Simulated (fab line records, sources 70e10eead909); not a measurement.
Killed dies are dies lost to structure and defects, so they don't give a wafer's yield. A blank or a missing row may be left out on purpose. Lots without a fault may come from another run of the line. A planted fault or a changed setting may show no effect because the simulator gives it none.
fab line records | flow nand_harc
record lots=12 wafers=36 last_day=34
route steps=1302 shown A_STAIRCASE@703
lots that met no fault: from a run of the same line without faults
start_h: hours from the record's first day to the start of the lot's first wafer shown | wait_h: hours since the lot's step before | " the same as in the row above | L1.1+2: a row that stands for several wafers | - no value, or no start given | * or withheld: withheld | < > ~ a bound
route shown NAME@n: a module of which the file shows steps, and the number in the route of the first | usual: mean/standard deviation of fault-free wafers | same: alike in all rows | chamber/n: place in a boat | sites: the reading at each site | _std_site: their standard deviation | _edge_site: outer sites' mean less inner sites' | radius_mm: how far each site lies from the wafer's centre | mask NAME#n: copy n | behind: the tool/chamber that last shaped the wafer | hold: why the lot was held/for how many hours/how that ended | device: the transistor (n, p or np) that didn't switch | end of line: the same wafers' tests at the end of the route | a step without rows: its recipe alone | killed: dies lost to structure and defects at the first sort, not the wafer's yield | map: a wafer's dies, x killed, . not, _ none there
set.NAME: the setting as run; set.NAME@STEP: as run at that earlier step | model.NAME: the simulator's own value behind a step, which no gauge read
steps of the route over a sample of lots; a table a step, a row a wafer
services: from which hour (start_h, from the record's first day; less than 0 if before it) a tool's chamber was out of use, for how many hours, and why
## steps
# step NHARC_A_STAIRCASE_TRIM_189
# recipe time_s=211.2 o2_flow_sccm=500 ar_flow_sccm=0 bias_w=0 chemistry=O2
# usual drypump_motor_current_A=5.7/0.38 oes_product_au=1.000/0.014 rf_vpp_V=57.8/0.95 run_length_s=232.6/0.45 showerhead_plenum_p_Torr=3.52/0.18 throttle_valve_pct=17.036/0.0093
# columns lot.wafer tool chamber start_h wait_h drypump_motor_current_A oes_product_au rf_hours_counter_h rf_vpp_V run_length_s showerhead_plenum_p_Torr throttle_valve_pct
L721.3 rie_diel-04 2 358.57 - 5.4 1.011 53 58.8 232.0 3.51 17.041
L721.5 " 0 " " 5.5 0.991 - 55.8 232.1 3.27 17.046
L721.6 " 1 " " 6.0 0.996 - 58.0 232.6 3.77 17.035
L725.1 rie_diel-04 2 419.53 - 5.4 0.994 17 58.0 221.4 3.51 17.035
L725.2 " 3 " " 5.2 1.002 18 57.7 221.3 3.31 17.045
L725.4 " 3 " " 5.2 0.995 - 56.7 221.1 3.31 17.039
L728.1 rie_diel-04 2 438.37 - 5.4 0.991 23 58.0 221.0 3.50 17.028
L728.3 " 3 " " 5.2 1.016 25 58.7 221.2 3.31 17.049
L728.5 " 0 " " 5.5 0.994 - 58.9 221.0 3.80 17.032
L733.1 rie_diel-03 0 483.54 - 5.7 1.014 5 58.9 233.2 3.74 17.037
L733.4 " 1 " " 5.3 1.002 8 56.5 232.4 3.42 17.036
L733.2 " 2 " " 6.1 1.021 8 57.3 232.8 3.80 17.033
L735.3 rie_diel-03 2 499.21 - 6.1 1.023 13 58.3 232.7 3.80 17.035
L735.2 " 3 " " 6.3 0.999 9 57.4 232.4 3.61 17.054
L735.6 " 3 " " 6.3 1.002 - 57.9 232.4 3.61 17.028
L737.3 rie_diel-04 2 528.31 - 5.4 0.992 52 58.1 232.2 3.49 17.033
L737.2 " 3 " " 5.2 1.010 58 56.1 232.7 3.29 17.042
L737.1 " 0 " " 5.5 0.994 48 58.6 232.4 3.78 17.028
L738.2 rie_diel-11 3 528.75 - 5.2 0.990 24 59.2 232.2 3.59 17.027
L738.1 " 0 " " 5.5 0.992 25 55.6 232.3 3.29 17.041
L738.5 " 2 " " 5.6 0.985 - 57.8 232.5 3.37 17.042
L739.1 rie_diel-03 0 546.83 - 5.6 1.005 22 58.7 233.0 3.73 17.028
L739.2 " 1 " " 5.3 0.993 27 57.5 232.3 3.41 17.025
L739.5 " 2 " " 6.1 1.008 - 58.1 232.8 3.79 17.042
L741.1 rie_diel-11 3 566.56 - 5.2 1.005 41 57.1 232.1 3.58 17.038
L741.2 " 0 " " 5.5 0.973 38 58.4 233.0 3.29 17.029
L741.3 " 2 " " 5.6 0.986 44 57.2 233.0 3.36 17.022
L740.3 rie_diel-03 2 567.43 - 6.1 1.017 35 57.5 233.4 3.79 17.024
L740.1 " 1 " " 5.2 0.997 32 56.9 232.4 3.40 17.041
L740.5 " 3 " " 6.3 1.012 - 57.6 232.1 3.60 17.019
L742.1 rie_diel-04 1 575.86 - 6.0 0.982 7 56.9 232.7 3.74 17.045
L742.4 " 3 " " 5.2 0.992 8 60.3 232.3 3.80 17.013
L742.3 " 0 " " 5.5 0.987 7 58.1 232.1 3.77 17.042
L743.2 rie_diel-11 3 586.77 - 5.2 1.000 47 57.2 232.4 3.57 17.029
L743.5 " 2 " " 5.7 0.992 - 58.6 232.6 3.36 17.029
L743.6 " 3 " " 5.2 0.999 - 57.9 232.3 3.57 17.028
# step NHARC_A_STAIRCASE_TRIM_191
# recipe time_s=211.2 o2_flow_sccm=500 ar_flow_sccm=0 bias_w=0 chemistry=O2
# usual drypump_motor_current_A=5.7/0.38 oes_product_au=1.002/0.013 rf_vpp_V=57.8/0.95 run_length_s=232.6/0.43 showerhead_plenum_p_Torr=3.51/0.18 throttle_valve_pct=17.036/0.0088
# columns lot.wafer tool chamber start_h wait_h drypump_motor_current_A oes_product_au rf_hours_counter_h rf_vpp_V run_length_s showerhead_plenum_p_Torr throttle_valve_pct
L721.3 rie_diel-03 3 358.80 - 6.3 0.991 23 56.1 232.2 3.64 17.032
L721.5 " 2 " " 6.1 1.012 - 57.8 232.9 3.29 17.034
L721.6 " 3 " " 6.3 0.993 - 57.6 232.5 3.64 17.026
L725.2 rie_diel-04 1 - - 6.0 0.975 16 58.6 232.2 3.76 17.035
L725.1 " 3 " " 5.2 0.994 19 57.0 232.3 3.31 17.026
L725.4 " 0 " " 5.5 0.993 7 58.6 232.4 3.80 17.025
L728.1 rie_diel-04 3 - - 5.2 1.005 26 55.9 232.4 3.31 17.049
L728.3 " 0 " " 5.5 1.004 14 58.8 232.0 3.80 17.022
L728.5 " 3 " " 5.2 1.002 - 57.9 232.4 3.31 17.039
L733.1 rie_diel-03 0 - - 5.7 1.014 5 57.6 233.0 3.74 17.047
L733.4 " 1 " " 5.3 1.007 8 56.4 232.4 3.42 17.046
L733.2 " 2 " " 6.1 1.034 8 58.3 232.8 3.80 17.034
L735.2 rie_diel-03 1 - - 5.3 0.990 13 56.1 232.3 3.41 17.038
L735.3 " 2 " " 6.1 1.031 14 58.8 233.2 3.80 17.031
L735.6 " 0 " " 5.6 1.011 - 57.1 233.4 3.74 17.034
L737.3 rie_diel-04 2 - - 5.4 0.995 52 58.1 232.0 3.49 17.039
L737.1 " 3 " " 5.2 1.021 58 57.6 232.3 3.29 17.032
L737.2 " 1 " " 6.0 0.984 53 56.9 232.3 3.74 17.044
L738.2 rie_diel-11 1 - - 6.2 1.018 27 57.7 233.1 3.41 17.046
L738.1 " 2 " " 5.7 0.993 26 56.8 232.7 3.37 17.034
L738.5 " 2 " " 5.7 0.991 - 58.4 233.0 3.37 17.032
L739.2 rie_diel-03 1 - - 5.3 0.996 27 58.1 232.2 3.41 17.036
L739.1 " 0 " " 5.6 1.007 22 60.6 233.1 3.73 17.031
L739.5 " 0 " " 5.7 1.012 - 58.4 232.9 3.73 17.036
L741.3 rie_diel-11 2 - - 5.7 0.991 44 58.3 232.4 3.36 17.040
L741.2 " 3 " " 5.2 1.001 41 59.5 232.5 3.58 17.037
L741.1 " 1 " " 6.2 1.017 41 58.6 233.1 3.40 17.038
L740.3 rie_diel-03 2 - - 6.1 1.021 35 58.4 233.2 3.79 17.039
L740.1 " 3 " " 6.3 0.998 28 56.3 232.2 3.60 17.030
L740.5 " 2 " " 6.2 1.016 - 59.8 233.3 3.79 17.029
L742.1 rie_diel-04 0 - - 5.5 1.001 7 57.9 232.2 3.77 17.035
L742.3 " 2 " " 5.4 1.007 7 57.0 232.0 3.48 17.031
L742.4 " 3 " " 5.2 0.990 8 58.1 232.2 3.80 17.034
L743.2 rie_diel-11 3 - - 5.1 1.010 47 59.2 232.4 3.57 17.037
L743.5 " 0 " " 5.5 0.979 - 57.2 232.3 3.28 17.038
L743.6 " 1 " " 6.2 1.017 - 58.4 233.7 3.40 17.029
# step NHARC_A_STAIRCASE_ETCH_194
# recipe target_depth_a=1000 time_s=40.5 ion_energy_ev=400 c4f8_flow_sccm=20 o2_flow_sccm=10 ar_flow_sccm=withheld rf_w=600 bias_w=1000 chemistry=C4F8/O2
# usual oes_product_au=0.945/0.019 rf_vpp_V=895/6.3
# columns lot.wafer tool chamber start_h wait_h oes_product_au rf_hours_counter_h rf_vpp_V
L721.3 rie_diel-11 1 359.28 - 1.017 31 893
L721.6 " 1 " " 1.027 - 894
L721.5 " 2 " " 0.999 - 891
L725.1 rie_diel-04 3 - - 0.941 19 888
L725.4 " 0 " " 0.939 8 906
L725.2 " 1 " " 0.934 17 904
L728.3 rie_diel-04 3 - - 0.951 30 887
L728.1 " 0 " " 0.929 18 906
L728.5 " 2 " " 0.952 - 893
L733.2 rie_diel-03 0 - - 0.955 5 904
L733.4 " 2 " " 0.958 8 904
L733.1 " 3 " " 0.930 6 899
L735.3 rie_diel-03 0 - - 0.960 9 903
L735.2 " 1 " " 0.940 14 892
L735.6 " 0 " " 0.953 - 903
L737.2 rie_diel-04 2 - - 0.941 53 895
L737.1 " 3 " " 0.962 58 888
L737.3 " 1 " " 0.939 53 903
L738.2 rie_diel-11 2 - - 0.934 26 888
L738.1 " 3 " " 0.952 24 898
L738.5 " 1 " " 0.955 - 893
L739.1 rie_diel-03 0 - - 0.945 22 902
L739.2 " 2 " " 0.954 28 904
L739.5 " 1 " " 0.928 - 892
L741.1 rie_diel-11 0 - - 0.913 38 886
L741.3 " 2 " " 0.940 45 889
L741.2 " 3 " " 0.944 42 899
L740.3 rie_diel-03 2 - - 0.961 35 906
L740.1 " 1 " " 0.933 33 891
L740.5 " 3 " " 0.943 - 900
L742.1 rie_diel-04 1 - - 0.908 7 902
L742.4 " 2 " " 0.939 7 894
L742.3 " 3 " " 0.927 8 905
L743.2 rie_diel-11 2 - - 0.923 53 891
L743.5 " 3 " " 0.935 - 897
L743.6 " 0 " " 0.917 - 888
# step NHARC_A_STAIRCASE_ETCH_199
# recipe target_depth_a=1000 time_s=40.5 ion_energy_ev=400 c4f8_flow_sccm=20 o2_flow_sccm=10 ar_flow_sccm=withheld rf_w=600 bias_w=1000 chemistry=C4F8/O2
# usual oes_product_au=0.946/0.015 rf_vpp_V=897/6.7
# columns lot.wafer tool chamber start_h wait_h oes_product_au rf_hours_counter_h rf_vpp_V
L721.3 rie_diel-11 2 - - 0.941 33 891
L721.6 " 3 " " 0.921 - 899
L721.5 " 0 " " 0.959 - 887
L725.4 rie_diel-11 3 - - 0.954 49 900
L725.1 " 0 " " 0.975 46 888
L725.2 " 1 " " 0.974 51 893
L728.1 rie_diel-03 0 - - 0.932 53 903
L728.3 " 1 " " 0.938 51 892
L728.5 " 0 " " 0.929 - 904
L733.1 rie_diel-04 1 - - 0.930 40 904
L733.4 " 2 " " 0.952 40 897
L733.2 " 3 " " 0.995 46 888
L735.3 rie_diel-03 2 - - 0.963 14 907
L735.2 " 1 " " 0.934 14 893
L735.6 " 2 " " 0.964 - 905
L737.2 rie_diel-03 0 - - 0.954 16 903
L737.1 " 1 " " 0.930 20 892
L737.3 " 2 " " 0.974 21 905
L738.2 rie_diel-04 1 - - 0.920 53 904
L738.1 " 3 " " 0.962 59 887
L738.5 " 0 " " 0.936 - 904
L739.2 rie_diel-04 2 - - 0.955 0 894
L739.1 " 0 " " 0.949 0 903
L739.5 " 2 " " 0.948 - 895
L741.3 rie_diel-04 2 - - 0.967 5 895
L741.1 " 3 " " 0.953 6 907
L741.2 " 0 " " 0.952 5 905
L740.1 rie_diel-03 0 - - 0.944 27 904
L740.3 " 1 " " 0.929 33 891
L740.5 " 0 " " 0.940 - 903
L742.1 rie_diel-04 0 - - 0.932 8 904
L742.4 " 1 " " 0.933 7 904
L742.3 " 3 " " 0.941 8 906
L743.2 rie_diel-04 2 - - 0.960 13 893
L743.5 " 1 " " 0.921 - 905
L743.6 " 2 " " 0.951 - 893
## services
# columns tool chamber start_h hours kind
rie_diel-04 0 338.57 - clean
rie_diel-04 1 338.57 - clean
rie_diel-04 2 338.57 - clean
rie_diel-04 3 338.57 - clean
rie_diel-04 2 351.08 3.3 repair
rie_diel-04 - 358.76 9.0 pm
rie_diel-04 0 358.76 9.0 vent_cycle
rie_diel-04 1 358.76 9.0 vent_cycle
rie_diel-04 2 358.76 9.0 vent_cycle
rie_diel-04 3 358.76 9.0 vent_cycle
rie_diel-04 0 367.76 - clean
rie_diel-04 0 367.76 - consumable_replace:focus_ring
rie_diel-04 0 367.76 - consumable_replace:showerhead
rie_diel-04 1 367.76 - clean
rie_diel-04 2 367.76 - clean
rie_diel-04 3 367.76 - clean
rie_diel-03 - 368.51 0.6 repair
rie_diel-04 0 392.26 - clean
rie_diel-04 0 393.17 26.6 repair
rie_diel-11 - 434.79 9.0 pm
rie_diel-03 - 458.59 9.0 pm
rie_diel-03 2 517.55 7.5 repair
rie_diel-04 - 535.82 9.0 pm
rie_diel-03 3 546.16 10.6 repair
## key
first_sign step=NHARC_A_STAIRCASE_TRIM_189 reading=run_length_s direction=down sigmas=25 usual=* struck=*
effect none on later readings
met_at NHARC_A_STAIRCASE_TRIM_189
struck_lots L725,L728
tester_left_out L725,L728
not_acting_at NHARC_A_STAIRCASE_TRIM_191,NHARC_A_STAIRCASE_ETCH_194,NHARC_A_STAIRCASE_ETCH_199
onset_between 358.57 419.53
fault kind=process_parameter_drift tool=rie_diel-04 chamber=- onset_h=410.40 steps=NHARC_A_STAIRCASE_TRIM_189 channel=time_s offset=* shape=step end_h=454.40 acts_in=* stated=*
# tester_left_out: of these lots the tester's yield and bins aren't shown, on N5 and GAA mostly nor the transistor test; their killed dies are dies lost to structure and defects alone, not to doping, threshold or leakage, so they don't give the yield
